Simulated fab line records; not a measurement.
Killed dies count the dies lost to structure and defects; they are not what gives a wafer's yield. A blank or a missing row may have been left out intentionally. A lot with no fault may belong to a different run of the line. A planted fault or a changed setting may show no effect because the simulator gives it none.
fab line records	flow nand_harc
record: lots: 6	wafers: 18	last_day: 24
route steps=1159 shown A_CONTACT@899 END@1159
lots with no fault: from the same line, run without faults
start_h: hours from the record's opening day to when the first of the lot's shown wafers began	wait_h: hours elapsed since this lot's preceding step	" the same as in the row above	L1.1+2: a row that stands for several wafers	- no value present, or no start provided	* or withheld: withheld	< > ~ a bound
route shown NAME@n: NAME is a module with steps in the file, n the number in the route of the first one	usual: mean and standard deviation over wafers with no fault	same: alike in all rows	chamber/n: place in a boat	sites: the reading at each site	_std_site: their standard deviation	_edge_site: inner sites' mean taken away from outer sites' mean	radius_mm: for every site, how far away it sits from the centre of the wafer	mask NAME#n: copy n	behind: tool/chamber where the wafer was last shaped	hold: why the lot went on hold/how many hours it stayed there/how the hold came to an end	device: the n, p or np transistor that did not switch	end of line: tests run on the same wafers once the route is complete	a step with no rows: only its recipe	killed: not the wafer's yield, but the dies lost to structure and defects at the first sort	map: a wafer's dies, marking killed ones x, the rest . and places with no die _
set.NAME: setting as actually run; set.NAME@STEP: the setting as run at that earlier step	model.NAME: the simulator's own value behind a step, which no gauge read
lots at some steps of the route; a table a step, a row a wafer
services: when a tool's chamber went out of use (start_h, in hours from the record's first day, below 0 if earlier), for how many hours, and the reason
== steps ==
step: NHARC_A_CONTACT_DESCUM_74
recipe: time_s: 3	o2_flow_sccm: 200	ar_flow_sccm: 0	bias_power_w: 0	chemistry: O2
step: NHARC_A_CONTACT_ETCH_75
recipe: target_depth_a: 390	over_etch_frac: 0.3	time_s: 65	ion_energy_ev: 80	cf4_flow_sccm: 150	ar_flow_sccm: 0	rf_w: 300	bias_w: 100	chemistry: CF4
step: NHARC_A_CONTACT_ETCH_76
recipe: target_depth_a: 2600	over_etch_frac: 0.3	time_s: 475.3	ion_energy_ev: 200	n2_flow_sccm: 150	h2_flow_sccm: 150	ar_flow_sccm: 0	rf_w: 400	bias_w: 150	chemistry: N2/H2
usual: drypump_motor_current_A: 5.9/0.52	oes_product_au: 1.000/0.0086	rf_vpp_V: 431.2/2.3	showerhead_plenum_p_Torr: 2.07/0.08	throttle_valve_pct: 14.172/0.0091
lot.wafer	tool	chamber	start_h	wait_h	drypump_motor_current_A	oes_product_au	rf_hours_counter_h	rf_vpp_V	showerhead_plenum_p_Torr	throttle_valve_pct
L764.1	rie_diel-05	1	-	-	5.7	0.991	11	431.1	2.08	14.168
L764.2	"	2	"	"	5.5	0.997	11	431.1	2.06	14.175
L764.4	"	2	"	"	5.5	1.005	-	432.5	2.06	14.171
L770.1	rie_diel-07	0	-	-	6.0	1.002	1	430.5	2.02	14.175
L770.6	"	1	"	"	6.1	1.002	-	433.2	2.10	14.187
L770.5	"	2	"	"	6.8	0.995	-	432.9	2.13	14.167
L773.4	rie_diel-07	2	-	-	6.8	0.987	6	434.3	2.13	14.175
L773.3	"	3	"	"	5.0	1.007	5	434.1	2.17	14.182
L773.2	"	0	"	"	6.0	1.000	4	430.0	2.02	14.173
L781.3	rie_diel-07	1	-	-	6.1	0.998	14	432.0	2.10	14.182
L781.2	"	3	"	"	5.0	1.006	10	432.9	2.17	14.169
L781.6	"	1	"	"	6.1	0.993	-	433.2	2.10	14.168
L783.4	rie_diel-11	2	-	-	6.0	0.998	42	427.2	1.91	14.171
L783.5	"	3	"	"	5.4	1.007	-	432.9	2.11	14.166
L783.6	"	0	"	"	6.1	1.007	-	426.8	1.92	14.169
L786.4	rie_diel-07	0	-	-	6.0	0.991	20	428.8	2.01	14.164
L786.3	"	1	"	"	6.1	0.984	20	430.0	2.09	14.186
L786.2	"	2	"	"	6.7	1.011	21	433.7	2.12	14.163
step: NHARC_A_CONTACT_ETCH_77
recipe: target_depth_a: 726	time_s: 36.3	cf4_flow_sccm: 100	chf3_flow_sccm: 30	ar_flow_sccm: 0	rf_w: 500	bias_w: 200	chemistry: CF4/CHF3
step: NHARC_A_CONTACT_ETCH_78
recipe: target_depth_a: 28000	over_etch_frac: 0.3	time_s: 728	ion_energy_ev: 150	o2_flow_sccm: 400	cos_flow_sccm: 20	ar_flow_sccm: 0	rf_w: 500	bias_w: 300	chemistry: O2/COS
usual: cos_flow_sccm: 20.00/0.064	drypump_motor_current_A: 5.9/0.53	o2_flow_sccm: 400.1/1.2	oes_product_au: 1.002/0.009	rf_vpp_V: 314.6/1.9	showerhead_plenum_p_Torr: 3.16/0.12	throttle_valve_pct: 28.329/0.0086
lot.wafer	tool	chamber	start_h	wait_h	cos_flow_sccm	drypump_motor_current_A	o2_flow_sccm	oes_product_au	rf_hours_counter_h	rf_vpp_V	showerhead_plenum_p_Torr	throttle_valve_pct
L764.1	rie_diel-05	2	-	-	20.00	5.5	399.1	0.995	12	313.2	3.15	28.335
L764.2	"	0	"	"	19.95	5.6	400.1	1.003	13	312.4	2.98	28.316
L764.4	"	0	"	"	20.00	5.6	399.9	1.005	-	311.9	2.98	28.334
L770.1	rie_diel-07	1	-	-	20.05	6.1	402.0	0.998	1	315.8	3.21	28.322
L770.5	"	3	"	"	19.96	5.1	399.8	1.016	-	315.8	3.31	28.327
L770.6	"	0	"	"	20.02	6.0	399.5	1.019	-	314.1	3.09	28.316
L773.2	rie_diel-07	3	-	-	19.98	5.0	399.9	1.009	5	317.4	3.31	28.319
L773.3	"	0	"	"	19.96	6.0	402.4	1.008	4	313.5	3.09	28.321
L773.4	"	2	"	"	20.03	6.8	399.9	0.996	6	316.1	3.24	28.322
L781.3	rie_diel-07	0	-	-	19.96	6.0	399.3	1.014	13	312.9	3.08	28.339
L781.2	"	1	"	"	19.91	6.1	399.6	0.985	14	315.7	3.20	28.330
L781.6	"	3	"	"	19.91	5.0	398.3	1.006	-	317.3	3.31	28.315
L783.4	rie_diel-11	1	-	-	19.96	5.6	401.6	1.006	38	309.8	2.91	28.324
L783.6	"	1	"	"	19.84	5.6	400.0	0.998	-	310.7	2.91	28.327
L783.5	"	2	"	"	20.10	5.9	399.9	0.999	-	311.3	2.94	28.325
L786.4	rie_diel-07	2	-	-	19.98	6.8	401.5	1.001	21	316.6	3.24	28.331
L786.3	"	0	"	"	20.05	6.0	398.6	1.004	20	314.0	3.08	28.343
L786.2	"	1	"	"	19.96	6.1	398.1	0.990	21	314.5	3.20	28.318
step: NHARC_A_CONTACT_ETCH_124
recipe: source_w: withheld	pressure_mtorr: 20	bias_v: withheld	time_s: 140	target_depth_a: 7000	ar_flow_sccm: withheld	c4f8_flow_sccm: withheld	o2_flow_sccm: withheld	chemistry: C4F8/O2/Ar
step: NHARC_A_CONTACT_ETCH_125
recipe: source_w: withheld	pressure_mtorr: 20	bias_v: 1200	time_s: 155	target_depth_a: 9560	ar_flow_sccm: withheld	c4f8_flow_sccm: withheld	o2_flow_sccm: withheld	chemistry: C4F8/O2/Ar
step: NHARC_A_CONTACT_ETCH_126
recipe: source_w: withheld	pressure_mtorr: 20	bias_v: 1200	time_s: 155	target_depth_a: 9560	ar_flow_sccm: withheld	c4f8_flow_sccm: withheld	o2_flow_sccm: withheld	chemistry: C4F8/O2/Ar
lot.wafer	tool	chamber	start_h	wait_h	rf_hours_counter_h
L764.1	har_cap_etch-03	1	388.43	0.1	88
L764.2	"	0	"	"	88
L764.4	"	0	"	"	-
L770.1	har_cap_etch-03	1	424.91	0.1	93
L770.5	"	0	"	"	-
L770.6	"	1	"	"	-
L773.2	har_cap_etch-03	1	440.53	0.1	97
L773.4	"	0	"	"	-
L773.3	"	1	"	"	-
L781.2	har_cap_etch-02	0	483.50	0.1	27
L781.3	"	0	"	"	-
L781.6	"	1	"	"	-
L783.4	har_cap_etch-01	1	493.43	0.1	-
L783.5	"	1	"	"	-
L783.6	"	0	"	"	-
L786.2	har_cap_etch-03	0	517.36	0.1	110
L786.4	"	0	"	"	-
L786.3	"	1	"	"	-
step: NHARC_A_CONTACT_ETCH_127
recipe: source_w: withheld	pressure_mtorr: 20	bias_v: 1200	time_s: 155	target_depth_a: 9560	ar_flow_sccm: withheld	c4f8_flow_sccm: withheld	o2_flow_sccm: withheld	chemistry: C4F8/O2/Ar
lot.wafer	tool	chamber	start_h	wait_h	rf_hours_counter_h
L764.1	har_cap_etch-03	1	388.57	0.1	88
L764.2	"	0	"	"	88
L764.4	"	0	"	"	-
L770.1	har_cap_etch-03	1	425.05	0.1	93
L770.5	"	0	"	"	-
L770.6	"	1	"	"	-
L773.2	har_cap_etch-03	1	440.67	0.1	97
L773.4	"	0	"	"	-
L773.3	"	1	"	"	-
L781.2	har_cap_etch-02	0	483.64	0.1	28
L781.3	"	0	"	"	-
L781.6	"	1	"	"	-
L783.4	har_cap_etch-01	1	493.58	0.1	-
L783.5	"	1	"	"	-
L783.6	"	0	"	"	-
L786.2	har_cap_etch-03	0	517.50	0.1	110
L786.4	"	0	"	"	-
L786.3	"	1	"	"	-
step: NHARC_A_CONTACT_ETCH_128
recipe: source_w: withheld	pressure_mtorr: 20	bias_v: 1200	time_s: 155	target_depth_a: 9560	ar_flow_sccm: withheld	c4f8_flow_sccm: withheld	o2_flow_sccm: withheld	chemistry: C4F8/O2/Ar
step: NHARC_A_CONTACT_ETCH_129
recipe: source_w: withheld	pressure_mtorr: 20	bias_v: 1200	time_s: 155	target_depth_a: 9560	ar_flow_sccm: withheld	c4f8_flow_sccm: withheld	o2_flow_sccm: withheld	chemistry: C4F8/O2/Ar
step: NHARC_A_CONTACT_ETCH_130
recipe: source_w: withheld	pressure_mtorr: 20	bias_v: 1200	time_s: 155	target_depth_a: 9560	ar_flow_sccm: withheld	c4f8_flow_sccm: withheld	o2_flow_sccm: withheld	chemistry: C4F8/O2/Ar
step: NHARC_A_CONTACT_ETCH_131
recipe: source_w: withheld	pressure_mtorr: 20	bias_v: 1200	time_s: 155	target_depth_a: 9560	ar_flow_sccm: withheld	c4f8_flow_sccm: withheld	o2_flow_sccm: withheld	chemistry: C4F8/O2/Ar
lot.wafer	tool	chamber	start_h	wait_h	rf_hours_counter_h
L764.1	har_cap_etch-03	1	389.14	0.1	89
L764.2	"	0	"	"	89
L764.4	"	0	"	"	-
L770.1	har_cap_etch-03	1	425.61	0.1	94
L770.5	"	0	"	"	-
L770.6	"	1	"	"	-
L773.2	har_cap_etch-03	1	441.24	0.1	97
L773.4	"	0	"	"	-
L773.3	"	1	"	"	-
L781.2	har_cap_etch-02	0	484.21	0.1	28
L781.3	"	0	"	"	-
L781.6	"	1	"	"	-
L783.4	har_cap_etch-01	1	494.14	0.1	-
L783.5	"	1	"	"	-
L783.6	"	0	"	"	-
L786.2	har_cap_etch-03	0	518.07	0.1	111
L786.4	"	0	"	"	-
L786.3	"	1	"	"	-
step: NHARC_A_CONTACT_ETCH_132
recipe: source_w: withheld	pressure_mtorr: 20	bias_v: 1200	time_s: 156	target_depth_a: 9580	ar_flow_sccm: withheld	c4f8_flow_sccm: withheld	o2_flow_sccm: withheld	chemistry: C4F8/O2/Ar
step: NHARC_A_CONTACT_ETCH_133
recipe: source_w: withheld	pressure_mtorr: 20	bias_v: 400	time_s: 195	target_depth_a: 8400	ar_flow_sccm: withheld	c4f8_flow_sccm: 11.5	o2_flow_sccm: 7.2	chemistry: C4F8/O2/Ar
step: NHARC_A_CONTACT_ETCH_91
recipe: target_depth_a: 400	over_etch_frac: 0.5	time_s: 85.7	ion_energy_ev: 120	ch3f_flow_sccm: 50	o2_flow_sccm: 30	ar_flow_sccm: 200	rf_w: 500	bias_w: 100	chemistry: CH3F/O2
step: NHARC_A_CONTACT_ETCH_97
recipe: target_depth_a: 200	over_etch_frac: 0.5	time_s: 10	ion_energy_ev: 250	c4f6_flow_sccm: 25	o2_flow_sccm: 20	ar_flow_sccm: 500	rf_w: 600	bias_w: 500	chemistry: C4F6/O2
step: NHARC_A_CONTACT_CD_MEAS_80
usual: cd_nm: 189.5/0.86
lot.wafer	tool	chamber	start_h	wait_h	cd_nm
L764.1	cd_sem-03	-	390.24	-	188.5
L764.2	"	-	"	"	189.3
L764.4	"	-	"	"	189.4
L770.1	cd_sem-01	-	426.65	-	190.0
L770.5	"	-	"	"	189.7
L770.6	"	-	"	"	189.6
L773.2	cd_sem-02	-	442.32	-	190.2
L773.3	"	-	"	"	189.3
L773.4	"	-	"	"	189.7
L781.2	cd_sem-03	-	485.28	-	188.4
L781.3	"	-	"	"	189.4
L781.6	"	-	"	"	189.5
L783.4	cd_sem-03	-	495.28	-	189.3
L783.5	"	-	"	"	189.1
L783.6	"	-	"	"	188.8
L786.2	cd_sem-02	-	519.25	-	190.0
L786.3	"	-	"	"	189.4
L786.4	"	-	"	"	189.2
step: NHARC_A_CONTACT_STRIP_103
recipe: n2_flow_sccm: 150	h2_flow_sccm: 150	ar_flow_sccm: 0	bias_w: 0	chemistry: N2/H2
step: NHARC_A_CONTACT_STRIP_104
recipe: cf4_flow_sccm: 100	chf3_flow_sccm: 30	ar_flow_sccm: 0	bias_w: 0	chemistry: CF4/CHF3
step: NHARC_A_CONTACT_STRIP_105
recipe: o2_flow_sccm: 400	cos_flow_sccm: 20	ar_flow_sccm: 0	bias_w: 0	chemistry: O2/COS
step: NHARC_A_CONTACT_ETCH_106
recipe: target_depth_a: 600	overetch_a: 60	time_s: 33	ion_energy_ev: 100	cf4_flow_sccm: 80	o2_flow_sccm: 20	ar_flow_sccm: 0	rf_w: 300	bias_w: 100	chemistry: CF4/O2
step: NHARC_A_CONTACT_STRIP_82
recipe: o2_flow_sccm: 500	ar_flow_sccm: 0	bias_w: 0	chemistry: O2
usual: drypump_motor_current_A: 5.8/0.46	o2_flow_sccm: 500.2/1.5	oes_product_au: 1.003/0.0093	rf_vpp_V: 57.7/0.94	showerhead_plenum_p_Torr: 3.53/0.14	throttle_valve_pct: 17.036/0.0099
lot.wafer	tool	chamber	start_h	wait_h	drypump_motor_current_A	o2_flow_sccm	oes_product_au	rf_hours_counter_h	rf_vpp_V	showerhead_plenum_p_Torr	throttle_valve_pct
L764.2	rie_diel-07	0	-	-	6.0	500.9	0.984	31	57.5	3.49	17.008
L764.1	"	1	"	"	6.1	501.8	0.992	31	58.4	3.62	17.041
L764.4	"	2	"	"	6.8	501.7	1.018	30	57.1	3.67	17.038
L770.1	rie_diel-07	2	-	-	6.8	499.9	0.991	2	58.8	3.67	17.035
L770.6	"	0	"	"	6.0	499.4	1.013	-	55.8	3.49	17.038
L770.5	"	1	"	"	6.1	498.7	0.992	-	57.4	3.62	17.029
L773.3	rie_diel-07	2	-	-	6.8	499.0	0.991	7	57.0	3.66	17.025
L773.2	"	1	"	"	6.1	499.9	0.984	6	59.5	3.62	17.021
L773.4	"	1	"	"	6.1	500.8	1.002	-	58.8	3.62	17.045
L781.3	rie_diel-05	3	-	-	5.6	501.9	1.017	49	58.0	3.62	17.046
L781.2	"	1	"	"	5.7	501.3	0.993	49	59.0	3.57	17.031
L781.6	"	2	"	"	5.5	500.4	1.000	-	59.0	3.54	17.037
L783.4	rie_diel-07	3	-	-	5.0	502.5	0.994	13	57.2	3.73	17.053
L783.5	"	0	"	"	6.1	499.7	1.010	-	57.7	3.48	17.050
L783.6	"	1	"	"	6.1	501.8	0.984	-	59.6	3.61	17.049
L786.2	rie_diel-07	2	-	-	6.8	501.4	1.007	23	58.6	3.65	17.032
L786.3	"	3	"	"	5.0	501.6	1.006	19	58.1	3.73	17.024
L786.4	"	1	"	"	6.1	502.1	0.984	22	56.6	3.61	17.030
step: NHARC_A_CONTACT_STRIP_83
recipe: time_s: 600	temp_c: 30	chemistry: post_etch_residue_remover
step: NHARC_A_CONTACT_DEP_84
recipe: target_thk_a: 20000	temp_c: 400	material: aC
step: NHARC_A_CONTACT_DEP_85
recipe: target_thk_a: 500	target_thk_nm: 50	temp_c: 400	pressure_torr: 3.5	flow_sccm: 200	rf_w: 350	material: SiON
step: NHARC_A_CONTACT_DEHYDRATE_00
recipe: temp_c: 150	time_s: 120
step: NHARC_A_CONTACT_HMDS_01
recipe: time_s: 30
step: NHARC_A_CONTACT_COAT_86
recipe: temp_c: 260	time_s: 75
step: NHARC_A_CONTACT_COAT_87
recipe: temp_c: 225	time_s: 65
step: NHARC_A_CONTACT_COAT_02
recipe: spin_rpm: 1500	resist_thk_nm: 90
step: NHARC_A_CONTACT_SOFTBAKE_03
recipe: temp_c: 105	time_s: 55
step: NHARC_A_CONTACT_EBR_04
step: NHARC_A_CONTACT_EXPOSE_05
recipe: na: 1.35	sigma_outer: 0.8	dose_mj: 84.24	mask_id: A_CC
step: NHARC_A_CONTACT_PEB_06
recipe: peb_temp_c: 100	peb_time_s: 65
step: NHARC_A_CONTACT_DEVELOP_07
recipe: develop_time_s: 35	dev_temp_c: 23
step: NHARC_A_CONTACT_CD_MEAS_08
recipe: target_cd_nm: 100	landing_energy_ev: 500
usual: cd_nm: 100.2/0.49
lot.wafer	tool	chamber	start_h	wait_h	cd_nm
L764.1	cd_sem-01	0	393.28	-	99.8
L764.2	"	0	"	"	100.2
L764.4	"	0	"	"	100.0
L770.1	cd_sem-02	0	430.59	-	99.5
L770.5	"	0	"	"	100.3
L770.6	"	0	"	"	100.6
L773.2	cd_sem-01	0	445.55	-	100.4
L773.3	"	0	"	"	101.1
L773.4	"	0	"	"	100.8
L781.2	cd_sem-01	0	493.06	-	100.4
L781.3	"	0	"	"	100.0
L781.6	"	0	"	"	100.5
L783.4	cd_sem-02	0	499.16	-	99.6
L783.5	"	0	"	"	99.9
L783.6	"	0	"	"	100.2
L786.2	cd_sem-03	0	525.79	-	99.2
L786.3	"	0	"	"	100.7
L786.4	"	0	"	"	99.7
step: NHARC_A_CONTACT_OVL_MEAS_09
usual: overlay_x_nm: -0.3/0.82	overlay_y_nm: 0.1/0.86
lot.wafer	tool	chamber	start_h	wait_h	overlay_x_nm	overlay_y_nm
L764.1	overlay-01	-	393.37	-	-1.1	0.3
L764.2	"	-	"	"	-0.8	0.8
L764.4	"	-	"	"	-1.1	0.6
L770.1	overlay-02	-	430.67	-	-0.9	0.1
L770.5	"	-	"	"	-0.7	0.8
L770.6	"	-	"	"	-0.1	0.9
L773.2	overlay-01	-	445.63	-	0.9	-1.8
L773.3	"	-	"	"	0.7	-1.4
L773.4	"	-	"	"	0.7	-1.5
L781.2	overlay-01	-	493.14	-	0.9	-0.6
L781.3	"	-	"	"	0.0	-0.5
L781.6	"	-	"	"	-0.1	-0.7
L783.4	overlay-02	-	499.24	-	0.0	-0.9
L783.5	"	-	"	"	0.5	-0.5
L783.6	"	-	"	"	0.2	-0.4
L786.2	overlay-01	-	525.87	-	-1.7	1.1
L786.3	"	-	"	"	-1.3	1.4
L786.4	"	-	"	"	-1.8	1.5
step: NHARC_A_CONTACT_DESCUM_13
recipe: time_s: 3	o2_flow_sccm: 200	ar_flow_sccm: 0	bias_power_w: 0	chemistry: O2
step: NHARC_A_CONTACT_ETCH_88
recipe: target_depth_a: 390	over_etch_frac: 0.3	time_s: 65	ion_energy_ev: 80	cf4_flow_sccm: 150	ar_flow_sccm: 0	rf_w: 300	bias_w: 100	chemistry: CF4
step: NHARC_A_CONTACT_ETCH_89
recipe: target_depth_a: 2600	over_etch_frac: 0.3	time_s: 475.3	ion_energy_ev: 200	n2_flow_sccm: 150	h2_flow_sccm: 150	ar_flow_sccm: 0	rf_w: 400	bias_w: 150	chemistry: N2/H2
step: NHARC_END_SORT_01
recipe: temp_c: 25
usual: killed_at_array: 29/11	killed_at_other: 0.7/1.1	killed_at_periphery: 3.1/2	killed_dies: 33/11	killed_open: 3.5/1.8	killed_short: 2.0/1.4
same: gross_dies: 677
lot.wafer	tool	chamber	start_h	wait_h	killed_at_array	killed_at_other	killed_at_periphery	killed_dies	killed_open	killed_short
L770.1	prober-02	0	499.68	2.6	108	0	5	113	2	2
L770.6	prober-02	0	503.67	4.0	107	0	6	113	5	1
L773.2	prober-01	0	518.96	2.8	111	1	8	120	3	2
L773.3	prober-01	0	519.75	3.1	110	0	1	111	2	0
killed by level:class
L770.1 A_CONTACT:unspecified=83 A_SLIT:chamber_film_flake=9 A_CONTACT:chamber_film_flake=5 A_CHANNEL_HOLE_D1:chamber_film_flake=3 A_STAIRCASE:chamber_film_flake=3 P_GATE:chamber_film_flake=2 P_M2:chamber_film_flake=2 P_CONTACT:geometric_particle:open=1
L770.6 A_CONTACT:unspecified=84 A_SLIT:chamber_film_flake=9 P_M2:chamber_film_flake=3 A_CHANNEL_HOLE_D1:chamber_film_flake=3 A_CONTACT:geometric_particle:open=2 A_STAIRCASE:chamber_film_flake=2 A_CONTACT:chamber_film_flake=2 P_M1:geometric_particle:open=1
L773.2 A_CONTACT:unspecified=84 A_SLIT:chamber_film_flake=12 P_ZERO_WELL:chamber_film_flake=7 A_CHANNEL_HOLE_D1:chamber_film_flake=5 A_STAIRCASE:chamber_film_flake=3 A_CONTACT:chamber_film_flake=2 A_SOURCE_PLATE:geometric_particle:open=1 A_WL_FILL:geometric_particle:open=1
L773.3 A_CONTACT:unspecified=83 A_SLIT:chamber_film_flake=15 A_CHANNEL_HOLE_D1:chamber_film_flake=4 A_CONTACT:chamber_film_flake=4 A_STAIRCASE:chamber_film_flake=2 A_SOURCE_PLATE:geometric_particle:open=1 A_CONTACT:geometric_particle:open=1 P_ZERO_WELL:chamber_film_flake=1
map L770.1 (x killed, . not)
____________.____________
_________......._________
_______x.........._______
______...x.........______
_____..............._____
____..............xxx____
____.............xxxx____
___...x..........x..x.___
___..x.............xx.___
__.....................__
__.............x...x...__
_...............x......._
_.................x....._
_......................._
_......................._
_......................._
.........................
.....x...................
....xxx..................
......x...........x.x....
......xxxx...............
_..x.xxxxxx...x........._
_..xxxxxxx.............._
_..xxxxxxxx............._
_..xxxxxxxxx............_
_..xxxxxxxxx............_
__..xxxxxxxxx.x...x....__
__.xxxxxxxx............__
___.xxxxxxx...........___
___.xxxxxxx...........___
____xxxxxx...........____
____.................____
_____..x...........x_____
______.....x.......______
_______..........._______
_________......._________
____________.____________
map L773.2 (x killed, . not)
____________.____________
_________......._________
_______..........._______
______.............______
_____..............._____
____.......x.....x...____
____...............x.____
___...............x...___
___.................x.___
__.....................__
__...............xx..x.__
_......................._
_.x.x..................._
_....xx............xx..._
_..xx.x.x.............x._
_....x.......x.........._
...x..xx..............x..
................x........
......x.xx..........x....
......xxx.......x...x....
....xx.xx.x..............
_...xxxxx.x............._
_..x.xxxxxx............._
_xxxxxxxxxxx............_
_...xxxxxxx............._
_...xxxxxxxx............_
__.xxxxxxx.............__
__x.xxxxxxxx...........__
___.xxxxxxx...........___
___.xxxxxxx...........___
____xx.xxx...........____
____..x...x..........____
_____.x...x........._____
______........x....______
_______.......x..._______
_________......._________
____________.____________
== services ==
tool	chamber	start_h	hours	kind
rie_diel-11	-	367.18	9.0	pm
har_cap_etch-02	-	368.54	2.2	repair
rie_diel-05	3	381.74	12.5	repair
rie_diel-07	0	384.89	-	clean
rie_diel-07	1	384.89	-	clean
rie_diel-07	2	384.89	-	clean
rie_diel-07	3	384.89	-	clean
rie_diel-07	-	405.62	9.0	pm
rie_diel-07	0	405.62	9.0	vent_cycle
rie_diel-07	1	405.62	9.0	vent_cycle
rie_diel-07	2	405.62	9.0	vent_cycle
rie_diel-07	3	405.62	9.0	vent_cycle
rie_diel-07	0	414.62	-	clean
rie_diel-07	1	414.62	-	clean
rie_diel-07	1	414.62	-	consumable_replace:focus_ring
rie_diel-07	2	414.62	-	clean
rie_diel-07	3	414.62	-	clean
rie_diel-05	1	423.83	4.1	repair
rie_diel-11	1	427.98	3.9	repair
rie_diel-07	0	439.12	-	clean
rie_diel-07	3	440.93	18.8	repair
rie_diel-11	0	458.10	3.9	repair
rie_diel-11	-	479.81	0.3	repair
rie_diel-05	-	517.77	9.0	pm
== key ==
first_sign: step: NHARC_END_SORT_01	reading: killed_dies	direction: up	sigmas: 7.7	usual: 33	struck: 114
effect: step: NHARC_END_SORT_01	reading: killed_at_array	direction: up	sigmas: 7.5	usual: 29	struck: 109
more_kills_born_at: NHARC_A_CONTACT_ETCH_131@har_cap_etch-03: 331
met_at NHARC_A_CONTACT_ETCH_131
struck_wafers L770.1,L770.6,L773.2,L773.3
tester_left_out L770,L773
onset_between 389.14 425.61
fault: kind: chamber_particle_source	tool: har_cap_etch-03	chamber: 1	onset_h: 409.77	steps: NHARC_A_CONTACT_ETCH_131	rate_per_visit_cm2: 0.67789	end_h: 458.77
tester_left_out: of these lots the tester's yield and bins aren't shown, on N5 and GAA mostly nor the transistor test; their killed dies are dies lost to structure and defects alone, not to doping, threshold or leakage, so they don't give the yield
